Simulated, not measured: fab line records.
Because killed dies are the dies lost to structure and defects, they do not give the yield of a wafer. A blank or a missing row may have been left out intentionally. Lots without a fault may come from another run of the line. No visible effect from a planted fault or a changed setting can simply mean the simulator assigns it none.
Chamber matching :: flow nand harc :: rie diel-10 running NHARC_A_CONTACT_ETCH_102: 4 sister chambers
The step etches the open film in CF4/O2, target depth 100 nm, overetch 10 nm, time 55 s. 36 wafers are shown with their chamber, then 12 later ones without.

WAFERS, EACH WITH ITS CHAMBER
wafer: L076.1
chamber: 2
drypump motor current A (A): 5.8
showerhead plenum p Torr (Torr): 1.42
oes product au (a.u.): 1.003

wafer: L076.2
chamber: 0
drypump motor current A (A): 5.3
showerhead plenum p Torr (Torr): 1.35
oes product au (a.u.): 0.996

wafer: L076.3
chamber: 3
drypump motor current A (A): 6.5
showerhead plenum p Torr (Torr): 1.32
oes product au (a.u.): 1.011

wafer: L076.4
chamber: 1
drypump motor current A (A): 6.5
showerhead plenum p Torr (Torr): 1.36
oes product au (a.u.): 1.000

wafer: L076.5
chamber: 2
drypump motor current A (A): 5.8
showerhead plenum p Torr (Torr): 1.42
oes product au (a.u.): 1.005

wafer: L076.6
chamber: 1
drypump motor current A (A): 6.5
showerhead plenum p Torr (Torr): 1.36
oes product au (a.u.): 1.006

wafer: L078.1
chamber: 1
drypump motor current A (A): 6.5
showerhead plenum p Torr (Torr): 1.36
oes product au (a.u.): 0.988

wafer: L078.2
chamber: 2
drypump motor current A (A): 5.8
showerhead plenum p Torr (Torr): 1.42
oes product au (a.u.): 0.992

wafer: L078.6
chamber: 0
drypump motor current A (A): 5.3
showerhead plenum p Torr (Torr): 1.34
oes product au (a.u.): 0.990

wafer: L077.3
chamber: 2
drypump motor current A (A): 5.8
showerhead plenum p Torr (Torr): 1.41
oes product au (a.u.): 0.999

wafer: L077.4
chamber: 0
drypump motor current A (A): 5.3
showerhead plenum p Torr (Torr): 1.35
oes product au (a.u.): 0.993

wafer: L077.6
chamber: 1
drypump motor current A (A): 6.5
showerhead plenum p Torr (Torr): 1.36
oes product au (a.u.): 0.991

wafer: L079.2
chamber: 2
drypump motor current A (A): 5.8
showerhead plenum p Torr (Torr): 1.41
oes product au (a.u.): 1.006

wafer: L079.3
chamber: 0
drypump motor current A (A): 5.3
showerhead plenum p Torr (Torr): 1.34
oes product au (a.u.): 0.988

wafer: L079.6
chamber: 2
drypump motor current A (A): 5.7
showerhead plenum p Torr (Torr): 1.41
oes product au (a.u.): 0.990

wafer: L081.3
chamber: 1
drypump motor current A (A): 6.5
showerhead plenum p Torr (Torr): 1.36
oes product au (a.u.): 0.998

wafer: L081.5
chamber: 2
drypump motor current A (A): 5.8
showerhead plenum p Torr (Torr): 1.41
oes product au (a.u.): 0.999

wafer: L081.6
chamber: 1
drypump motor current A (A): 6.5
showerhead plenum p Torr (Torr): 1.36
oes product au (a.u.): 0.992

wafer: L082.3
chamber: 3
drypump motor current A (A): 6.5
showerhead plenum p Torr (Torr): 1.31
oes product au (a.u.): 1.002

wafer: L082.5
chamber: 2
drypump motor current A (A): 5.8
showerhead plenum p Torr (Torr): 1.41
oes product au (a.u.): 0.997

wafer: L082.6
chamber: 1
drypump motor current A (A): 6.5
showerhead plenum p Torr (Torr): 1.36
oes product au (a.u.): 0.987

wafer: L086.4
chamber: 1
drypump motor current A (A): 6.5
showerhead plenum p Torr (Torr): 1.36
oes product au (a.u.): 0.978

wafer: L086.5
chamber: 1
drypump motor current A (A): 6.5
showerhead plenum p Torr (Torr): 1.36
oes product au (a.u.): 0.969

wafer: L086.6
chamber: 0
drypump motor current A (A): 5.3
showerhead plenum p Torr (Torr): 1.34
oes product au (a.u.): 0.993

wafer: L087.1
chamber: 3
drypump motor current A (A): 6.6
showerhead plenum p Torr (Torr): 1.31
oes product au (a.u.): 0.997

wafer: L087.4
chamber: 1
drypump motor current A (A): 6.5
showerhead plenum p Torr (Torr): 1.36
oes product au (a.u.): 0.973

wafer: L087.6
chamber: 1
drypump motor current A (A): 6.5
showerhead plenum p Torr (Torr): 1.36
oes product au (a.u.): 0.960

wafer: L088.1
chamber: 1
drypump motor current A (A): 6.5
showerhead plenum p Torr (Torr): 1.36
oes product au (a.u.): 0.970

wafer: L088.2
chamber: 2
drypump motor current A (A): 5.8
showerhead plenum p Torr (Torr): 1.41
oes product au (a.u.): 0.989

wafer: L088.3
chamber: 3
drypump motor current A (A): 6.6
showerhead plenum p Torr (Torr): 1.31
oes product au (a.u.): 1.003

wafer: L089.3
chamber: 1
drypump motor current A (A): 6.5
showerhead plenum p Torr (Torr): 1.36
oes product au (a.u.): 0.966

wafer: L089.5
chamber: 1
drypump motor current A (A): 6.5
showerhead plenum p Torr (Torr): 1.36
oes product au (a.u.): 0.974

wafer: L089.6
chamber: 0
drypump motor current A (A): 5.3
showerhead plenum p Torr (Torr): 1.34
oes product au (a.u.): 0.992

wafer: L091.1
chamber: 0
drypump motor current A (A): 5.3
showerhead plenum p Torr (Torr): 1.34
oes product au (a.u.): 0.991

wafer: L091.3
chamber: 3
drypump motor current A (A): 6.5
showerhead plenum p Torr (Torr): 1.31
oes product au (a.u.): 0.999

wafer: L091.5
chamber: 3
drypump motor current A (A): 6.5
showerhead plenum p Torr (Torr): 1.31
oes product au (a.u.): 0.995

SIGNATURES (means of the wafers above)
reading: drypump motor current A
chamber 0: 5.300
chamber 1: 6.500
chamber 2: 5.789
chamber 3: 6.533
scatter within a chamber: 0.0264

reading: showerhead plenum p Torr
chamber 0: 1.3429
chamber 1: 1.3600
chamber 2: 1.4133
chamber 3: 1.3117
scatter within a chamber: 0.00365

reading: oes product au
chamber 0: 0.99186
chamber 1: 0.98229
chamber 2: 0.99778
chamber 3: 1.00117
scatter within a chamber: 0.00989
Rule: distance of a wafer from a chamber = root of the sum over the readings of ((wafer's reading minus chamber's mean) / reading's scatter) squared. If the next closest chamber is less than 2 further off than the closest, the wafer can't be placed; otherwise it belongs to the closest. The scatter: take each reading less its chamber's mean, square it, sum over the shown wafers, divide by the number of wafers less the number of chambers, and take the root.

WAFERS MISSING THEIR CHAMBER
wafer: L090.3
drypump motor current A (A): 5.8
showerhead plenum p Torr (Torr): 1.41
oes product au (a.u.): 1.000

wafer: L090.4
drypump motor current A (A): 6.5
showerhead plenum p Torr (Torr): 1.31
oes product au (a.u.): 0.993

wafer: L090.6
drypump motor current A (A): 5.8
showerhead plenum p Torr (Torr): 1.41
oes product au (a.u.): 0.988

wafer: L093.3
drypump motor current A (A): 5.7
showerhead plenum p Torr (Torr): 1.41
oes product au (a.u.): 0.986

wafer: L093.4
drypump motor current A (A): 6.5
showerhead plenum p Torr (Torr): 1.36
oes product au (a.u.): 0.983

wafer: L093.5
drypump motor current A (A): 5.8
showerhead plenum p Torr (Torr): 1.41
oes product au (a.u.): 0.984

wafer: L094.1
drypump motor current A (A): 5.3
showerhead plenum p Torr (Torr): 1.34
oes product au (a.u.): 0.998

wafer: L094.2
drypump motor current A (A): 6.5
showerhead plenum p Torr (Torr): 1.36
oes product au (a.u.): 0.969

wafer: L094.5
drypump motor current A (A): 6.5
showerhead plenum p Torr (Torr): 1.36
oes product au (a.u.): 0.979

wafer: L097.3
drypump motor current A (A): 5.3
showerhead plenum p Torr (Torr): 1.34
oes product au (a.u.): 1.005

wafer: L097.4
drypump motor current A (A): 6.5
showerhead plenum p Torr (Torr): 1.36
oes product au (a.u.): 0.976

wafer: L097.5
drypump motor current A (A): 6.5
showerhead plenum p Torr (Torr): 1.36
oes product au (a.u.): 0.963

WHICH CHAMBER EACH WENT THROUGH
wafer: L090.3
from the rows above: 2
in truth: 2

wafer: L090.4
from the rows above: 3
in truth: 3

wafer: L090.6
from the rows above: 2
in truth: 2

wafer: L093.3
from the rows above: 2
in truth: 2

wafer: L093.4
from the rows above: 1
in truth: 1

wafer: L093.5
from the rows above: 2
in truth: 2

wafer: L094.1
from the rows above: 0
in truth: 0

wafer: L094.2
from the rows above: 1
in truth: 1

wafer: L094.5
from the rows above: 1
in truth: 1

wafer: L097.3
from the rows above: 0
in truth: 0

wafer: L097.4
from the rows above: 1
in truth: 1

wafer: L097.5
from the rows above: 1
in truth: 1
Placed correctly: 12 of 12. Can't be placed from these rows: 0. Number placed wrongly: 0.
